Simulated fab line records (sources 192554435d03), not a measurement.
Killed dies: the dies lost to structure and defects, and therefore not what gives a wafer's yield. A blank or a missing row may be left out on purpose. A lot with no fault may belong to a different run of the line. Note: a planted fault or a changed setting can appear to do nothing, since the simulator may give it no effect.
Chamber matching | flow n5_finfet | N5_BEOL_M0_SAQP_PECVD_96 on pecvd-02: 3 sister chambers
The step deposits a-Si from SiH4/He, target thk 45 nm, time 45.2 s. 14 wafers are shown with their chamber, then 7 later ones without.

WAFERS WITH THEIR CHAMBER
wafer  | chamber | showerhead_plenum_p_Torr (Torr) | throttle_valve_pct (%) | heater_power_w (W)
L081.2 | 2       | 5.71                            | 16.1                   | 630
L081.3 | 1       | 5.62                            | 18.2                   | 540
L081.5 | 1       | 5.64                            | 17.8                   | 538
L083.1 | 2       | 5.72                            | 16.7                   | 674
L083.2 | 1       | 5.65                            | 18.0                   | 486
L083.3 | 0       | 5.73                            | 17.5                   | 658
L086.4 | 1       | 5.64                            | 17.8                   | 544
L086.5 | 2       | 5.73                            | 16.2                   | 592
L086.6 | 0       | 5.74                            | 17.8                   | 611
L088.2 | 0       | 5.74                            | 17.8                   | 639
L088.3 | 1       | 5.64                            | 18.1                   | 547
L088.6 | 2       | 5.73                            | 16.4                   | 692
L090.1 | 2       | 5.73                            | 16.3                   | 660
L090.4 | 2       | 5.73                            | 16.5                   | 660

SIGNATURES (means of the wafers above)
reading                  | chamber 0 | chamber 1 | chamber 2 | scatter within a chamber
showerhead_plenum_p_Torr | 5.7367    | 5.6380    | 5.7250    | 0.00903
throttle_valve_pct       | 17.700    | 17.980    | 16.367    | 0.196
heater_power_w           | 636.00    | 531.00    | 651.33    | 30.1
Rule: distance of a wafer from a chamber = root of the sum over the readings of ((wafer's reading minus chamber's mean) / reading's scatter) squared. The wafer belongs to the nearest chamber; if the next one is less than 2 further off, it can't be placed. The scatter: take each reading less its chamber's mean, square it, sum over the shown wafers, divide by the number of wafers less the number of chambers, and take the root.

WAFERS MISSING THEIR CHAMBER
wafer  | showerhead_plenum_p_Torr (Torr) | throttle_valve_pct (%) | heater_power_w (W)
L090.6 | 5.72                            | 17.8                   | 629
L093.1 | 5.64                            | 17.9                   | 523
L093.4 | 5.64                            | 17.9                   | 527
L093.5 | 5.73                            | 16.6                   | 577
L097.1 | 5.65                            | 18.1                   | 557
L097.2 | 5.72                            | 16.3                   | 599
L097.5 | 5.63                            | 18.1                   | 541

EACH ONE'S CHAMBER
wafer  | from the rows above | in truth
L090.6 | 0                   | 0
L093.1 | 1                   | 1
L093.4 | 1                   | 1
L093.5 | 2                   | 2
L097.1 | 1                   | 1
L097.2 | 2                   | 2
L097.5 | 1                   | 1
Placed correctly: 7 of 7. Left unplaced by these rows: 0. Number placed wrongly: 0.
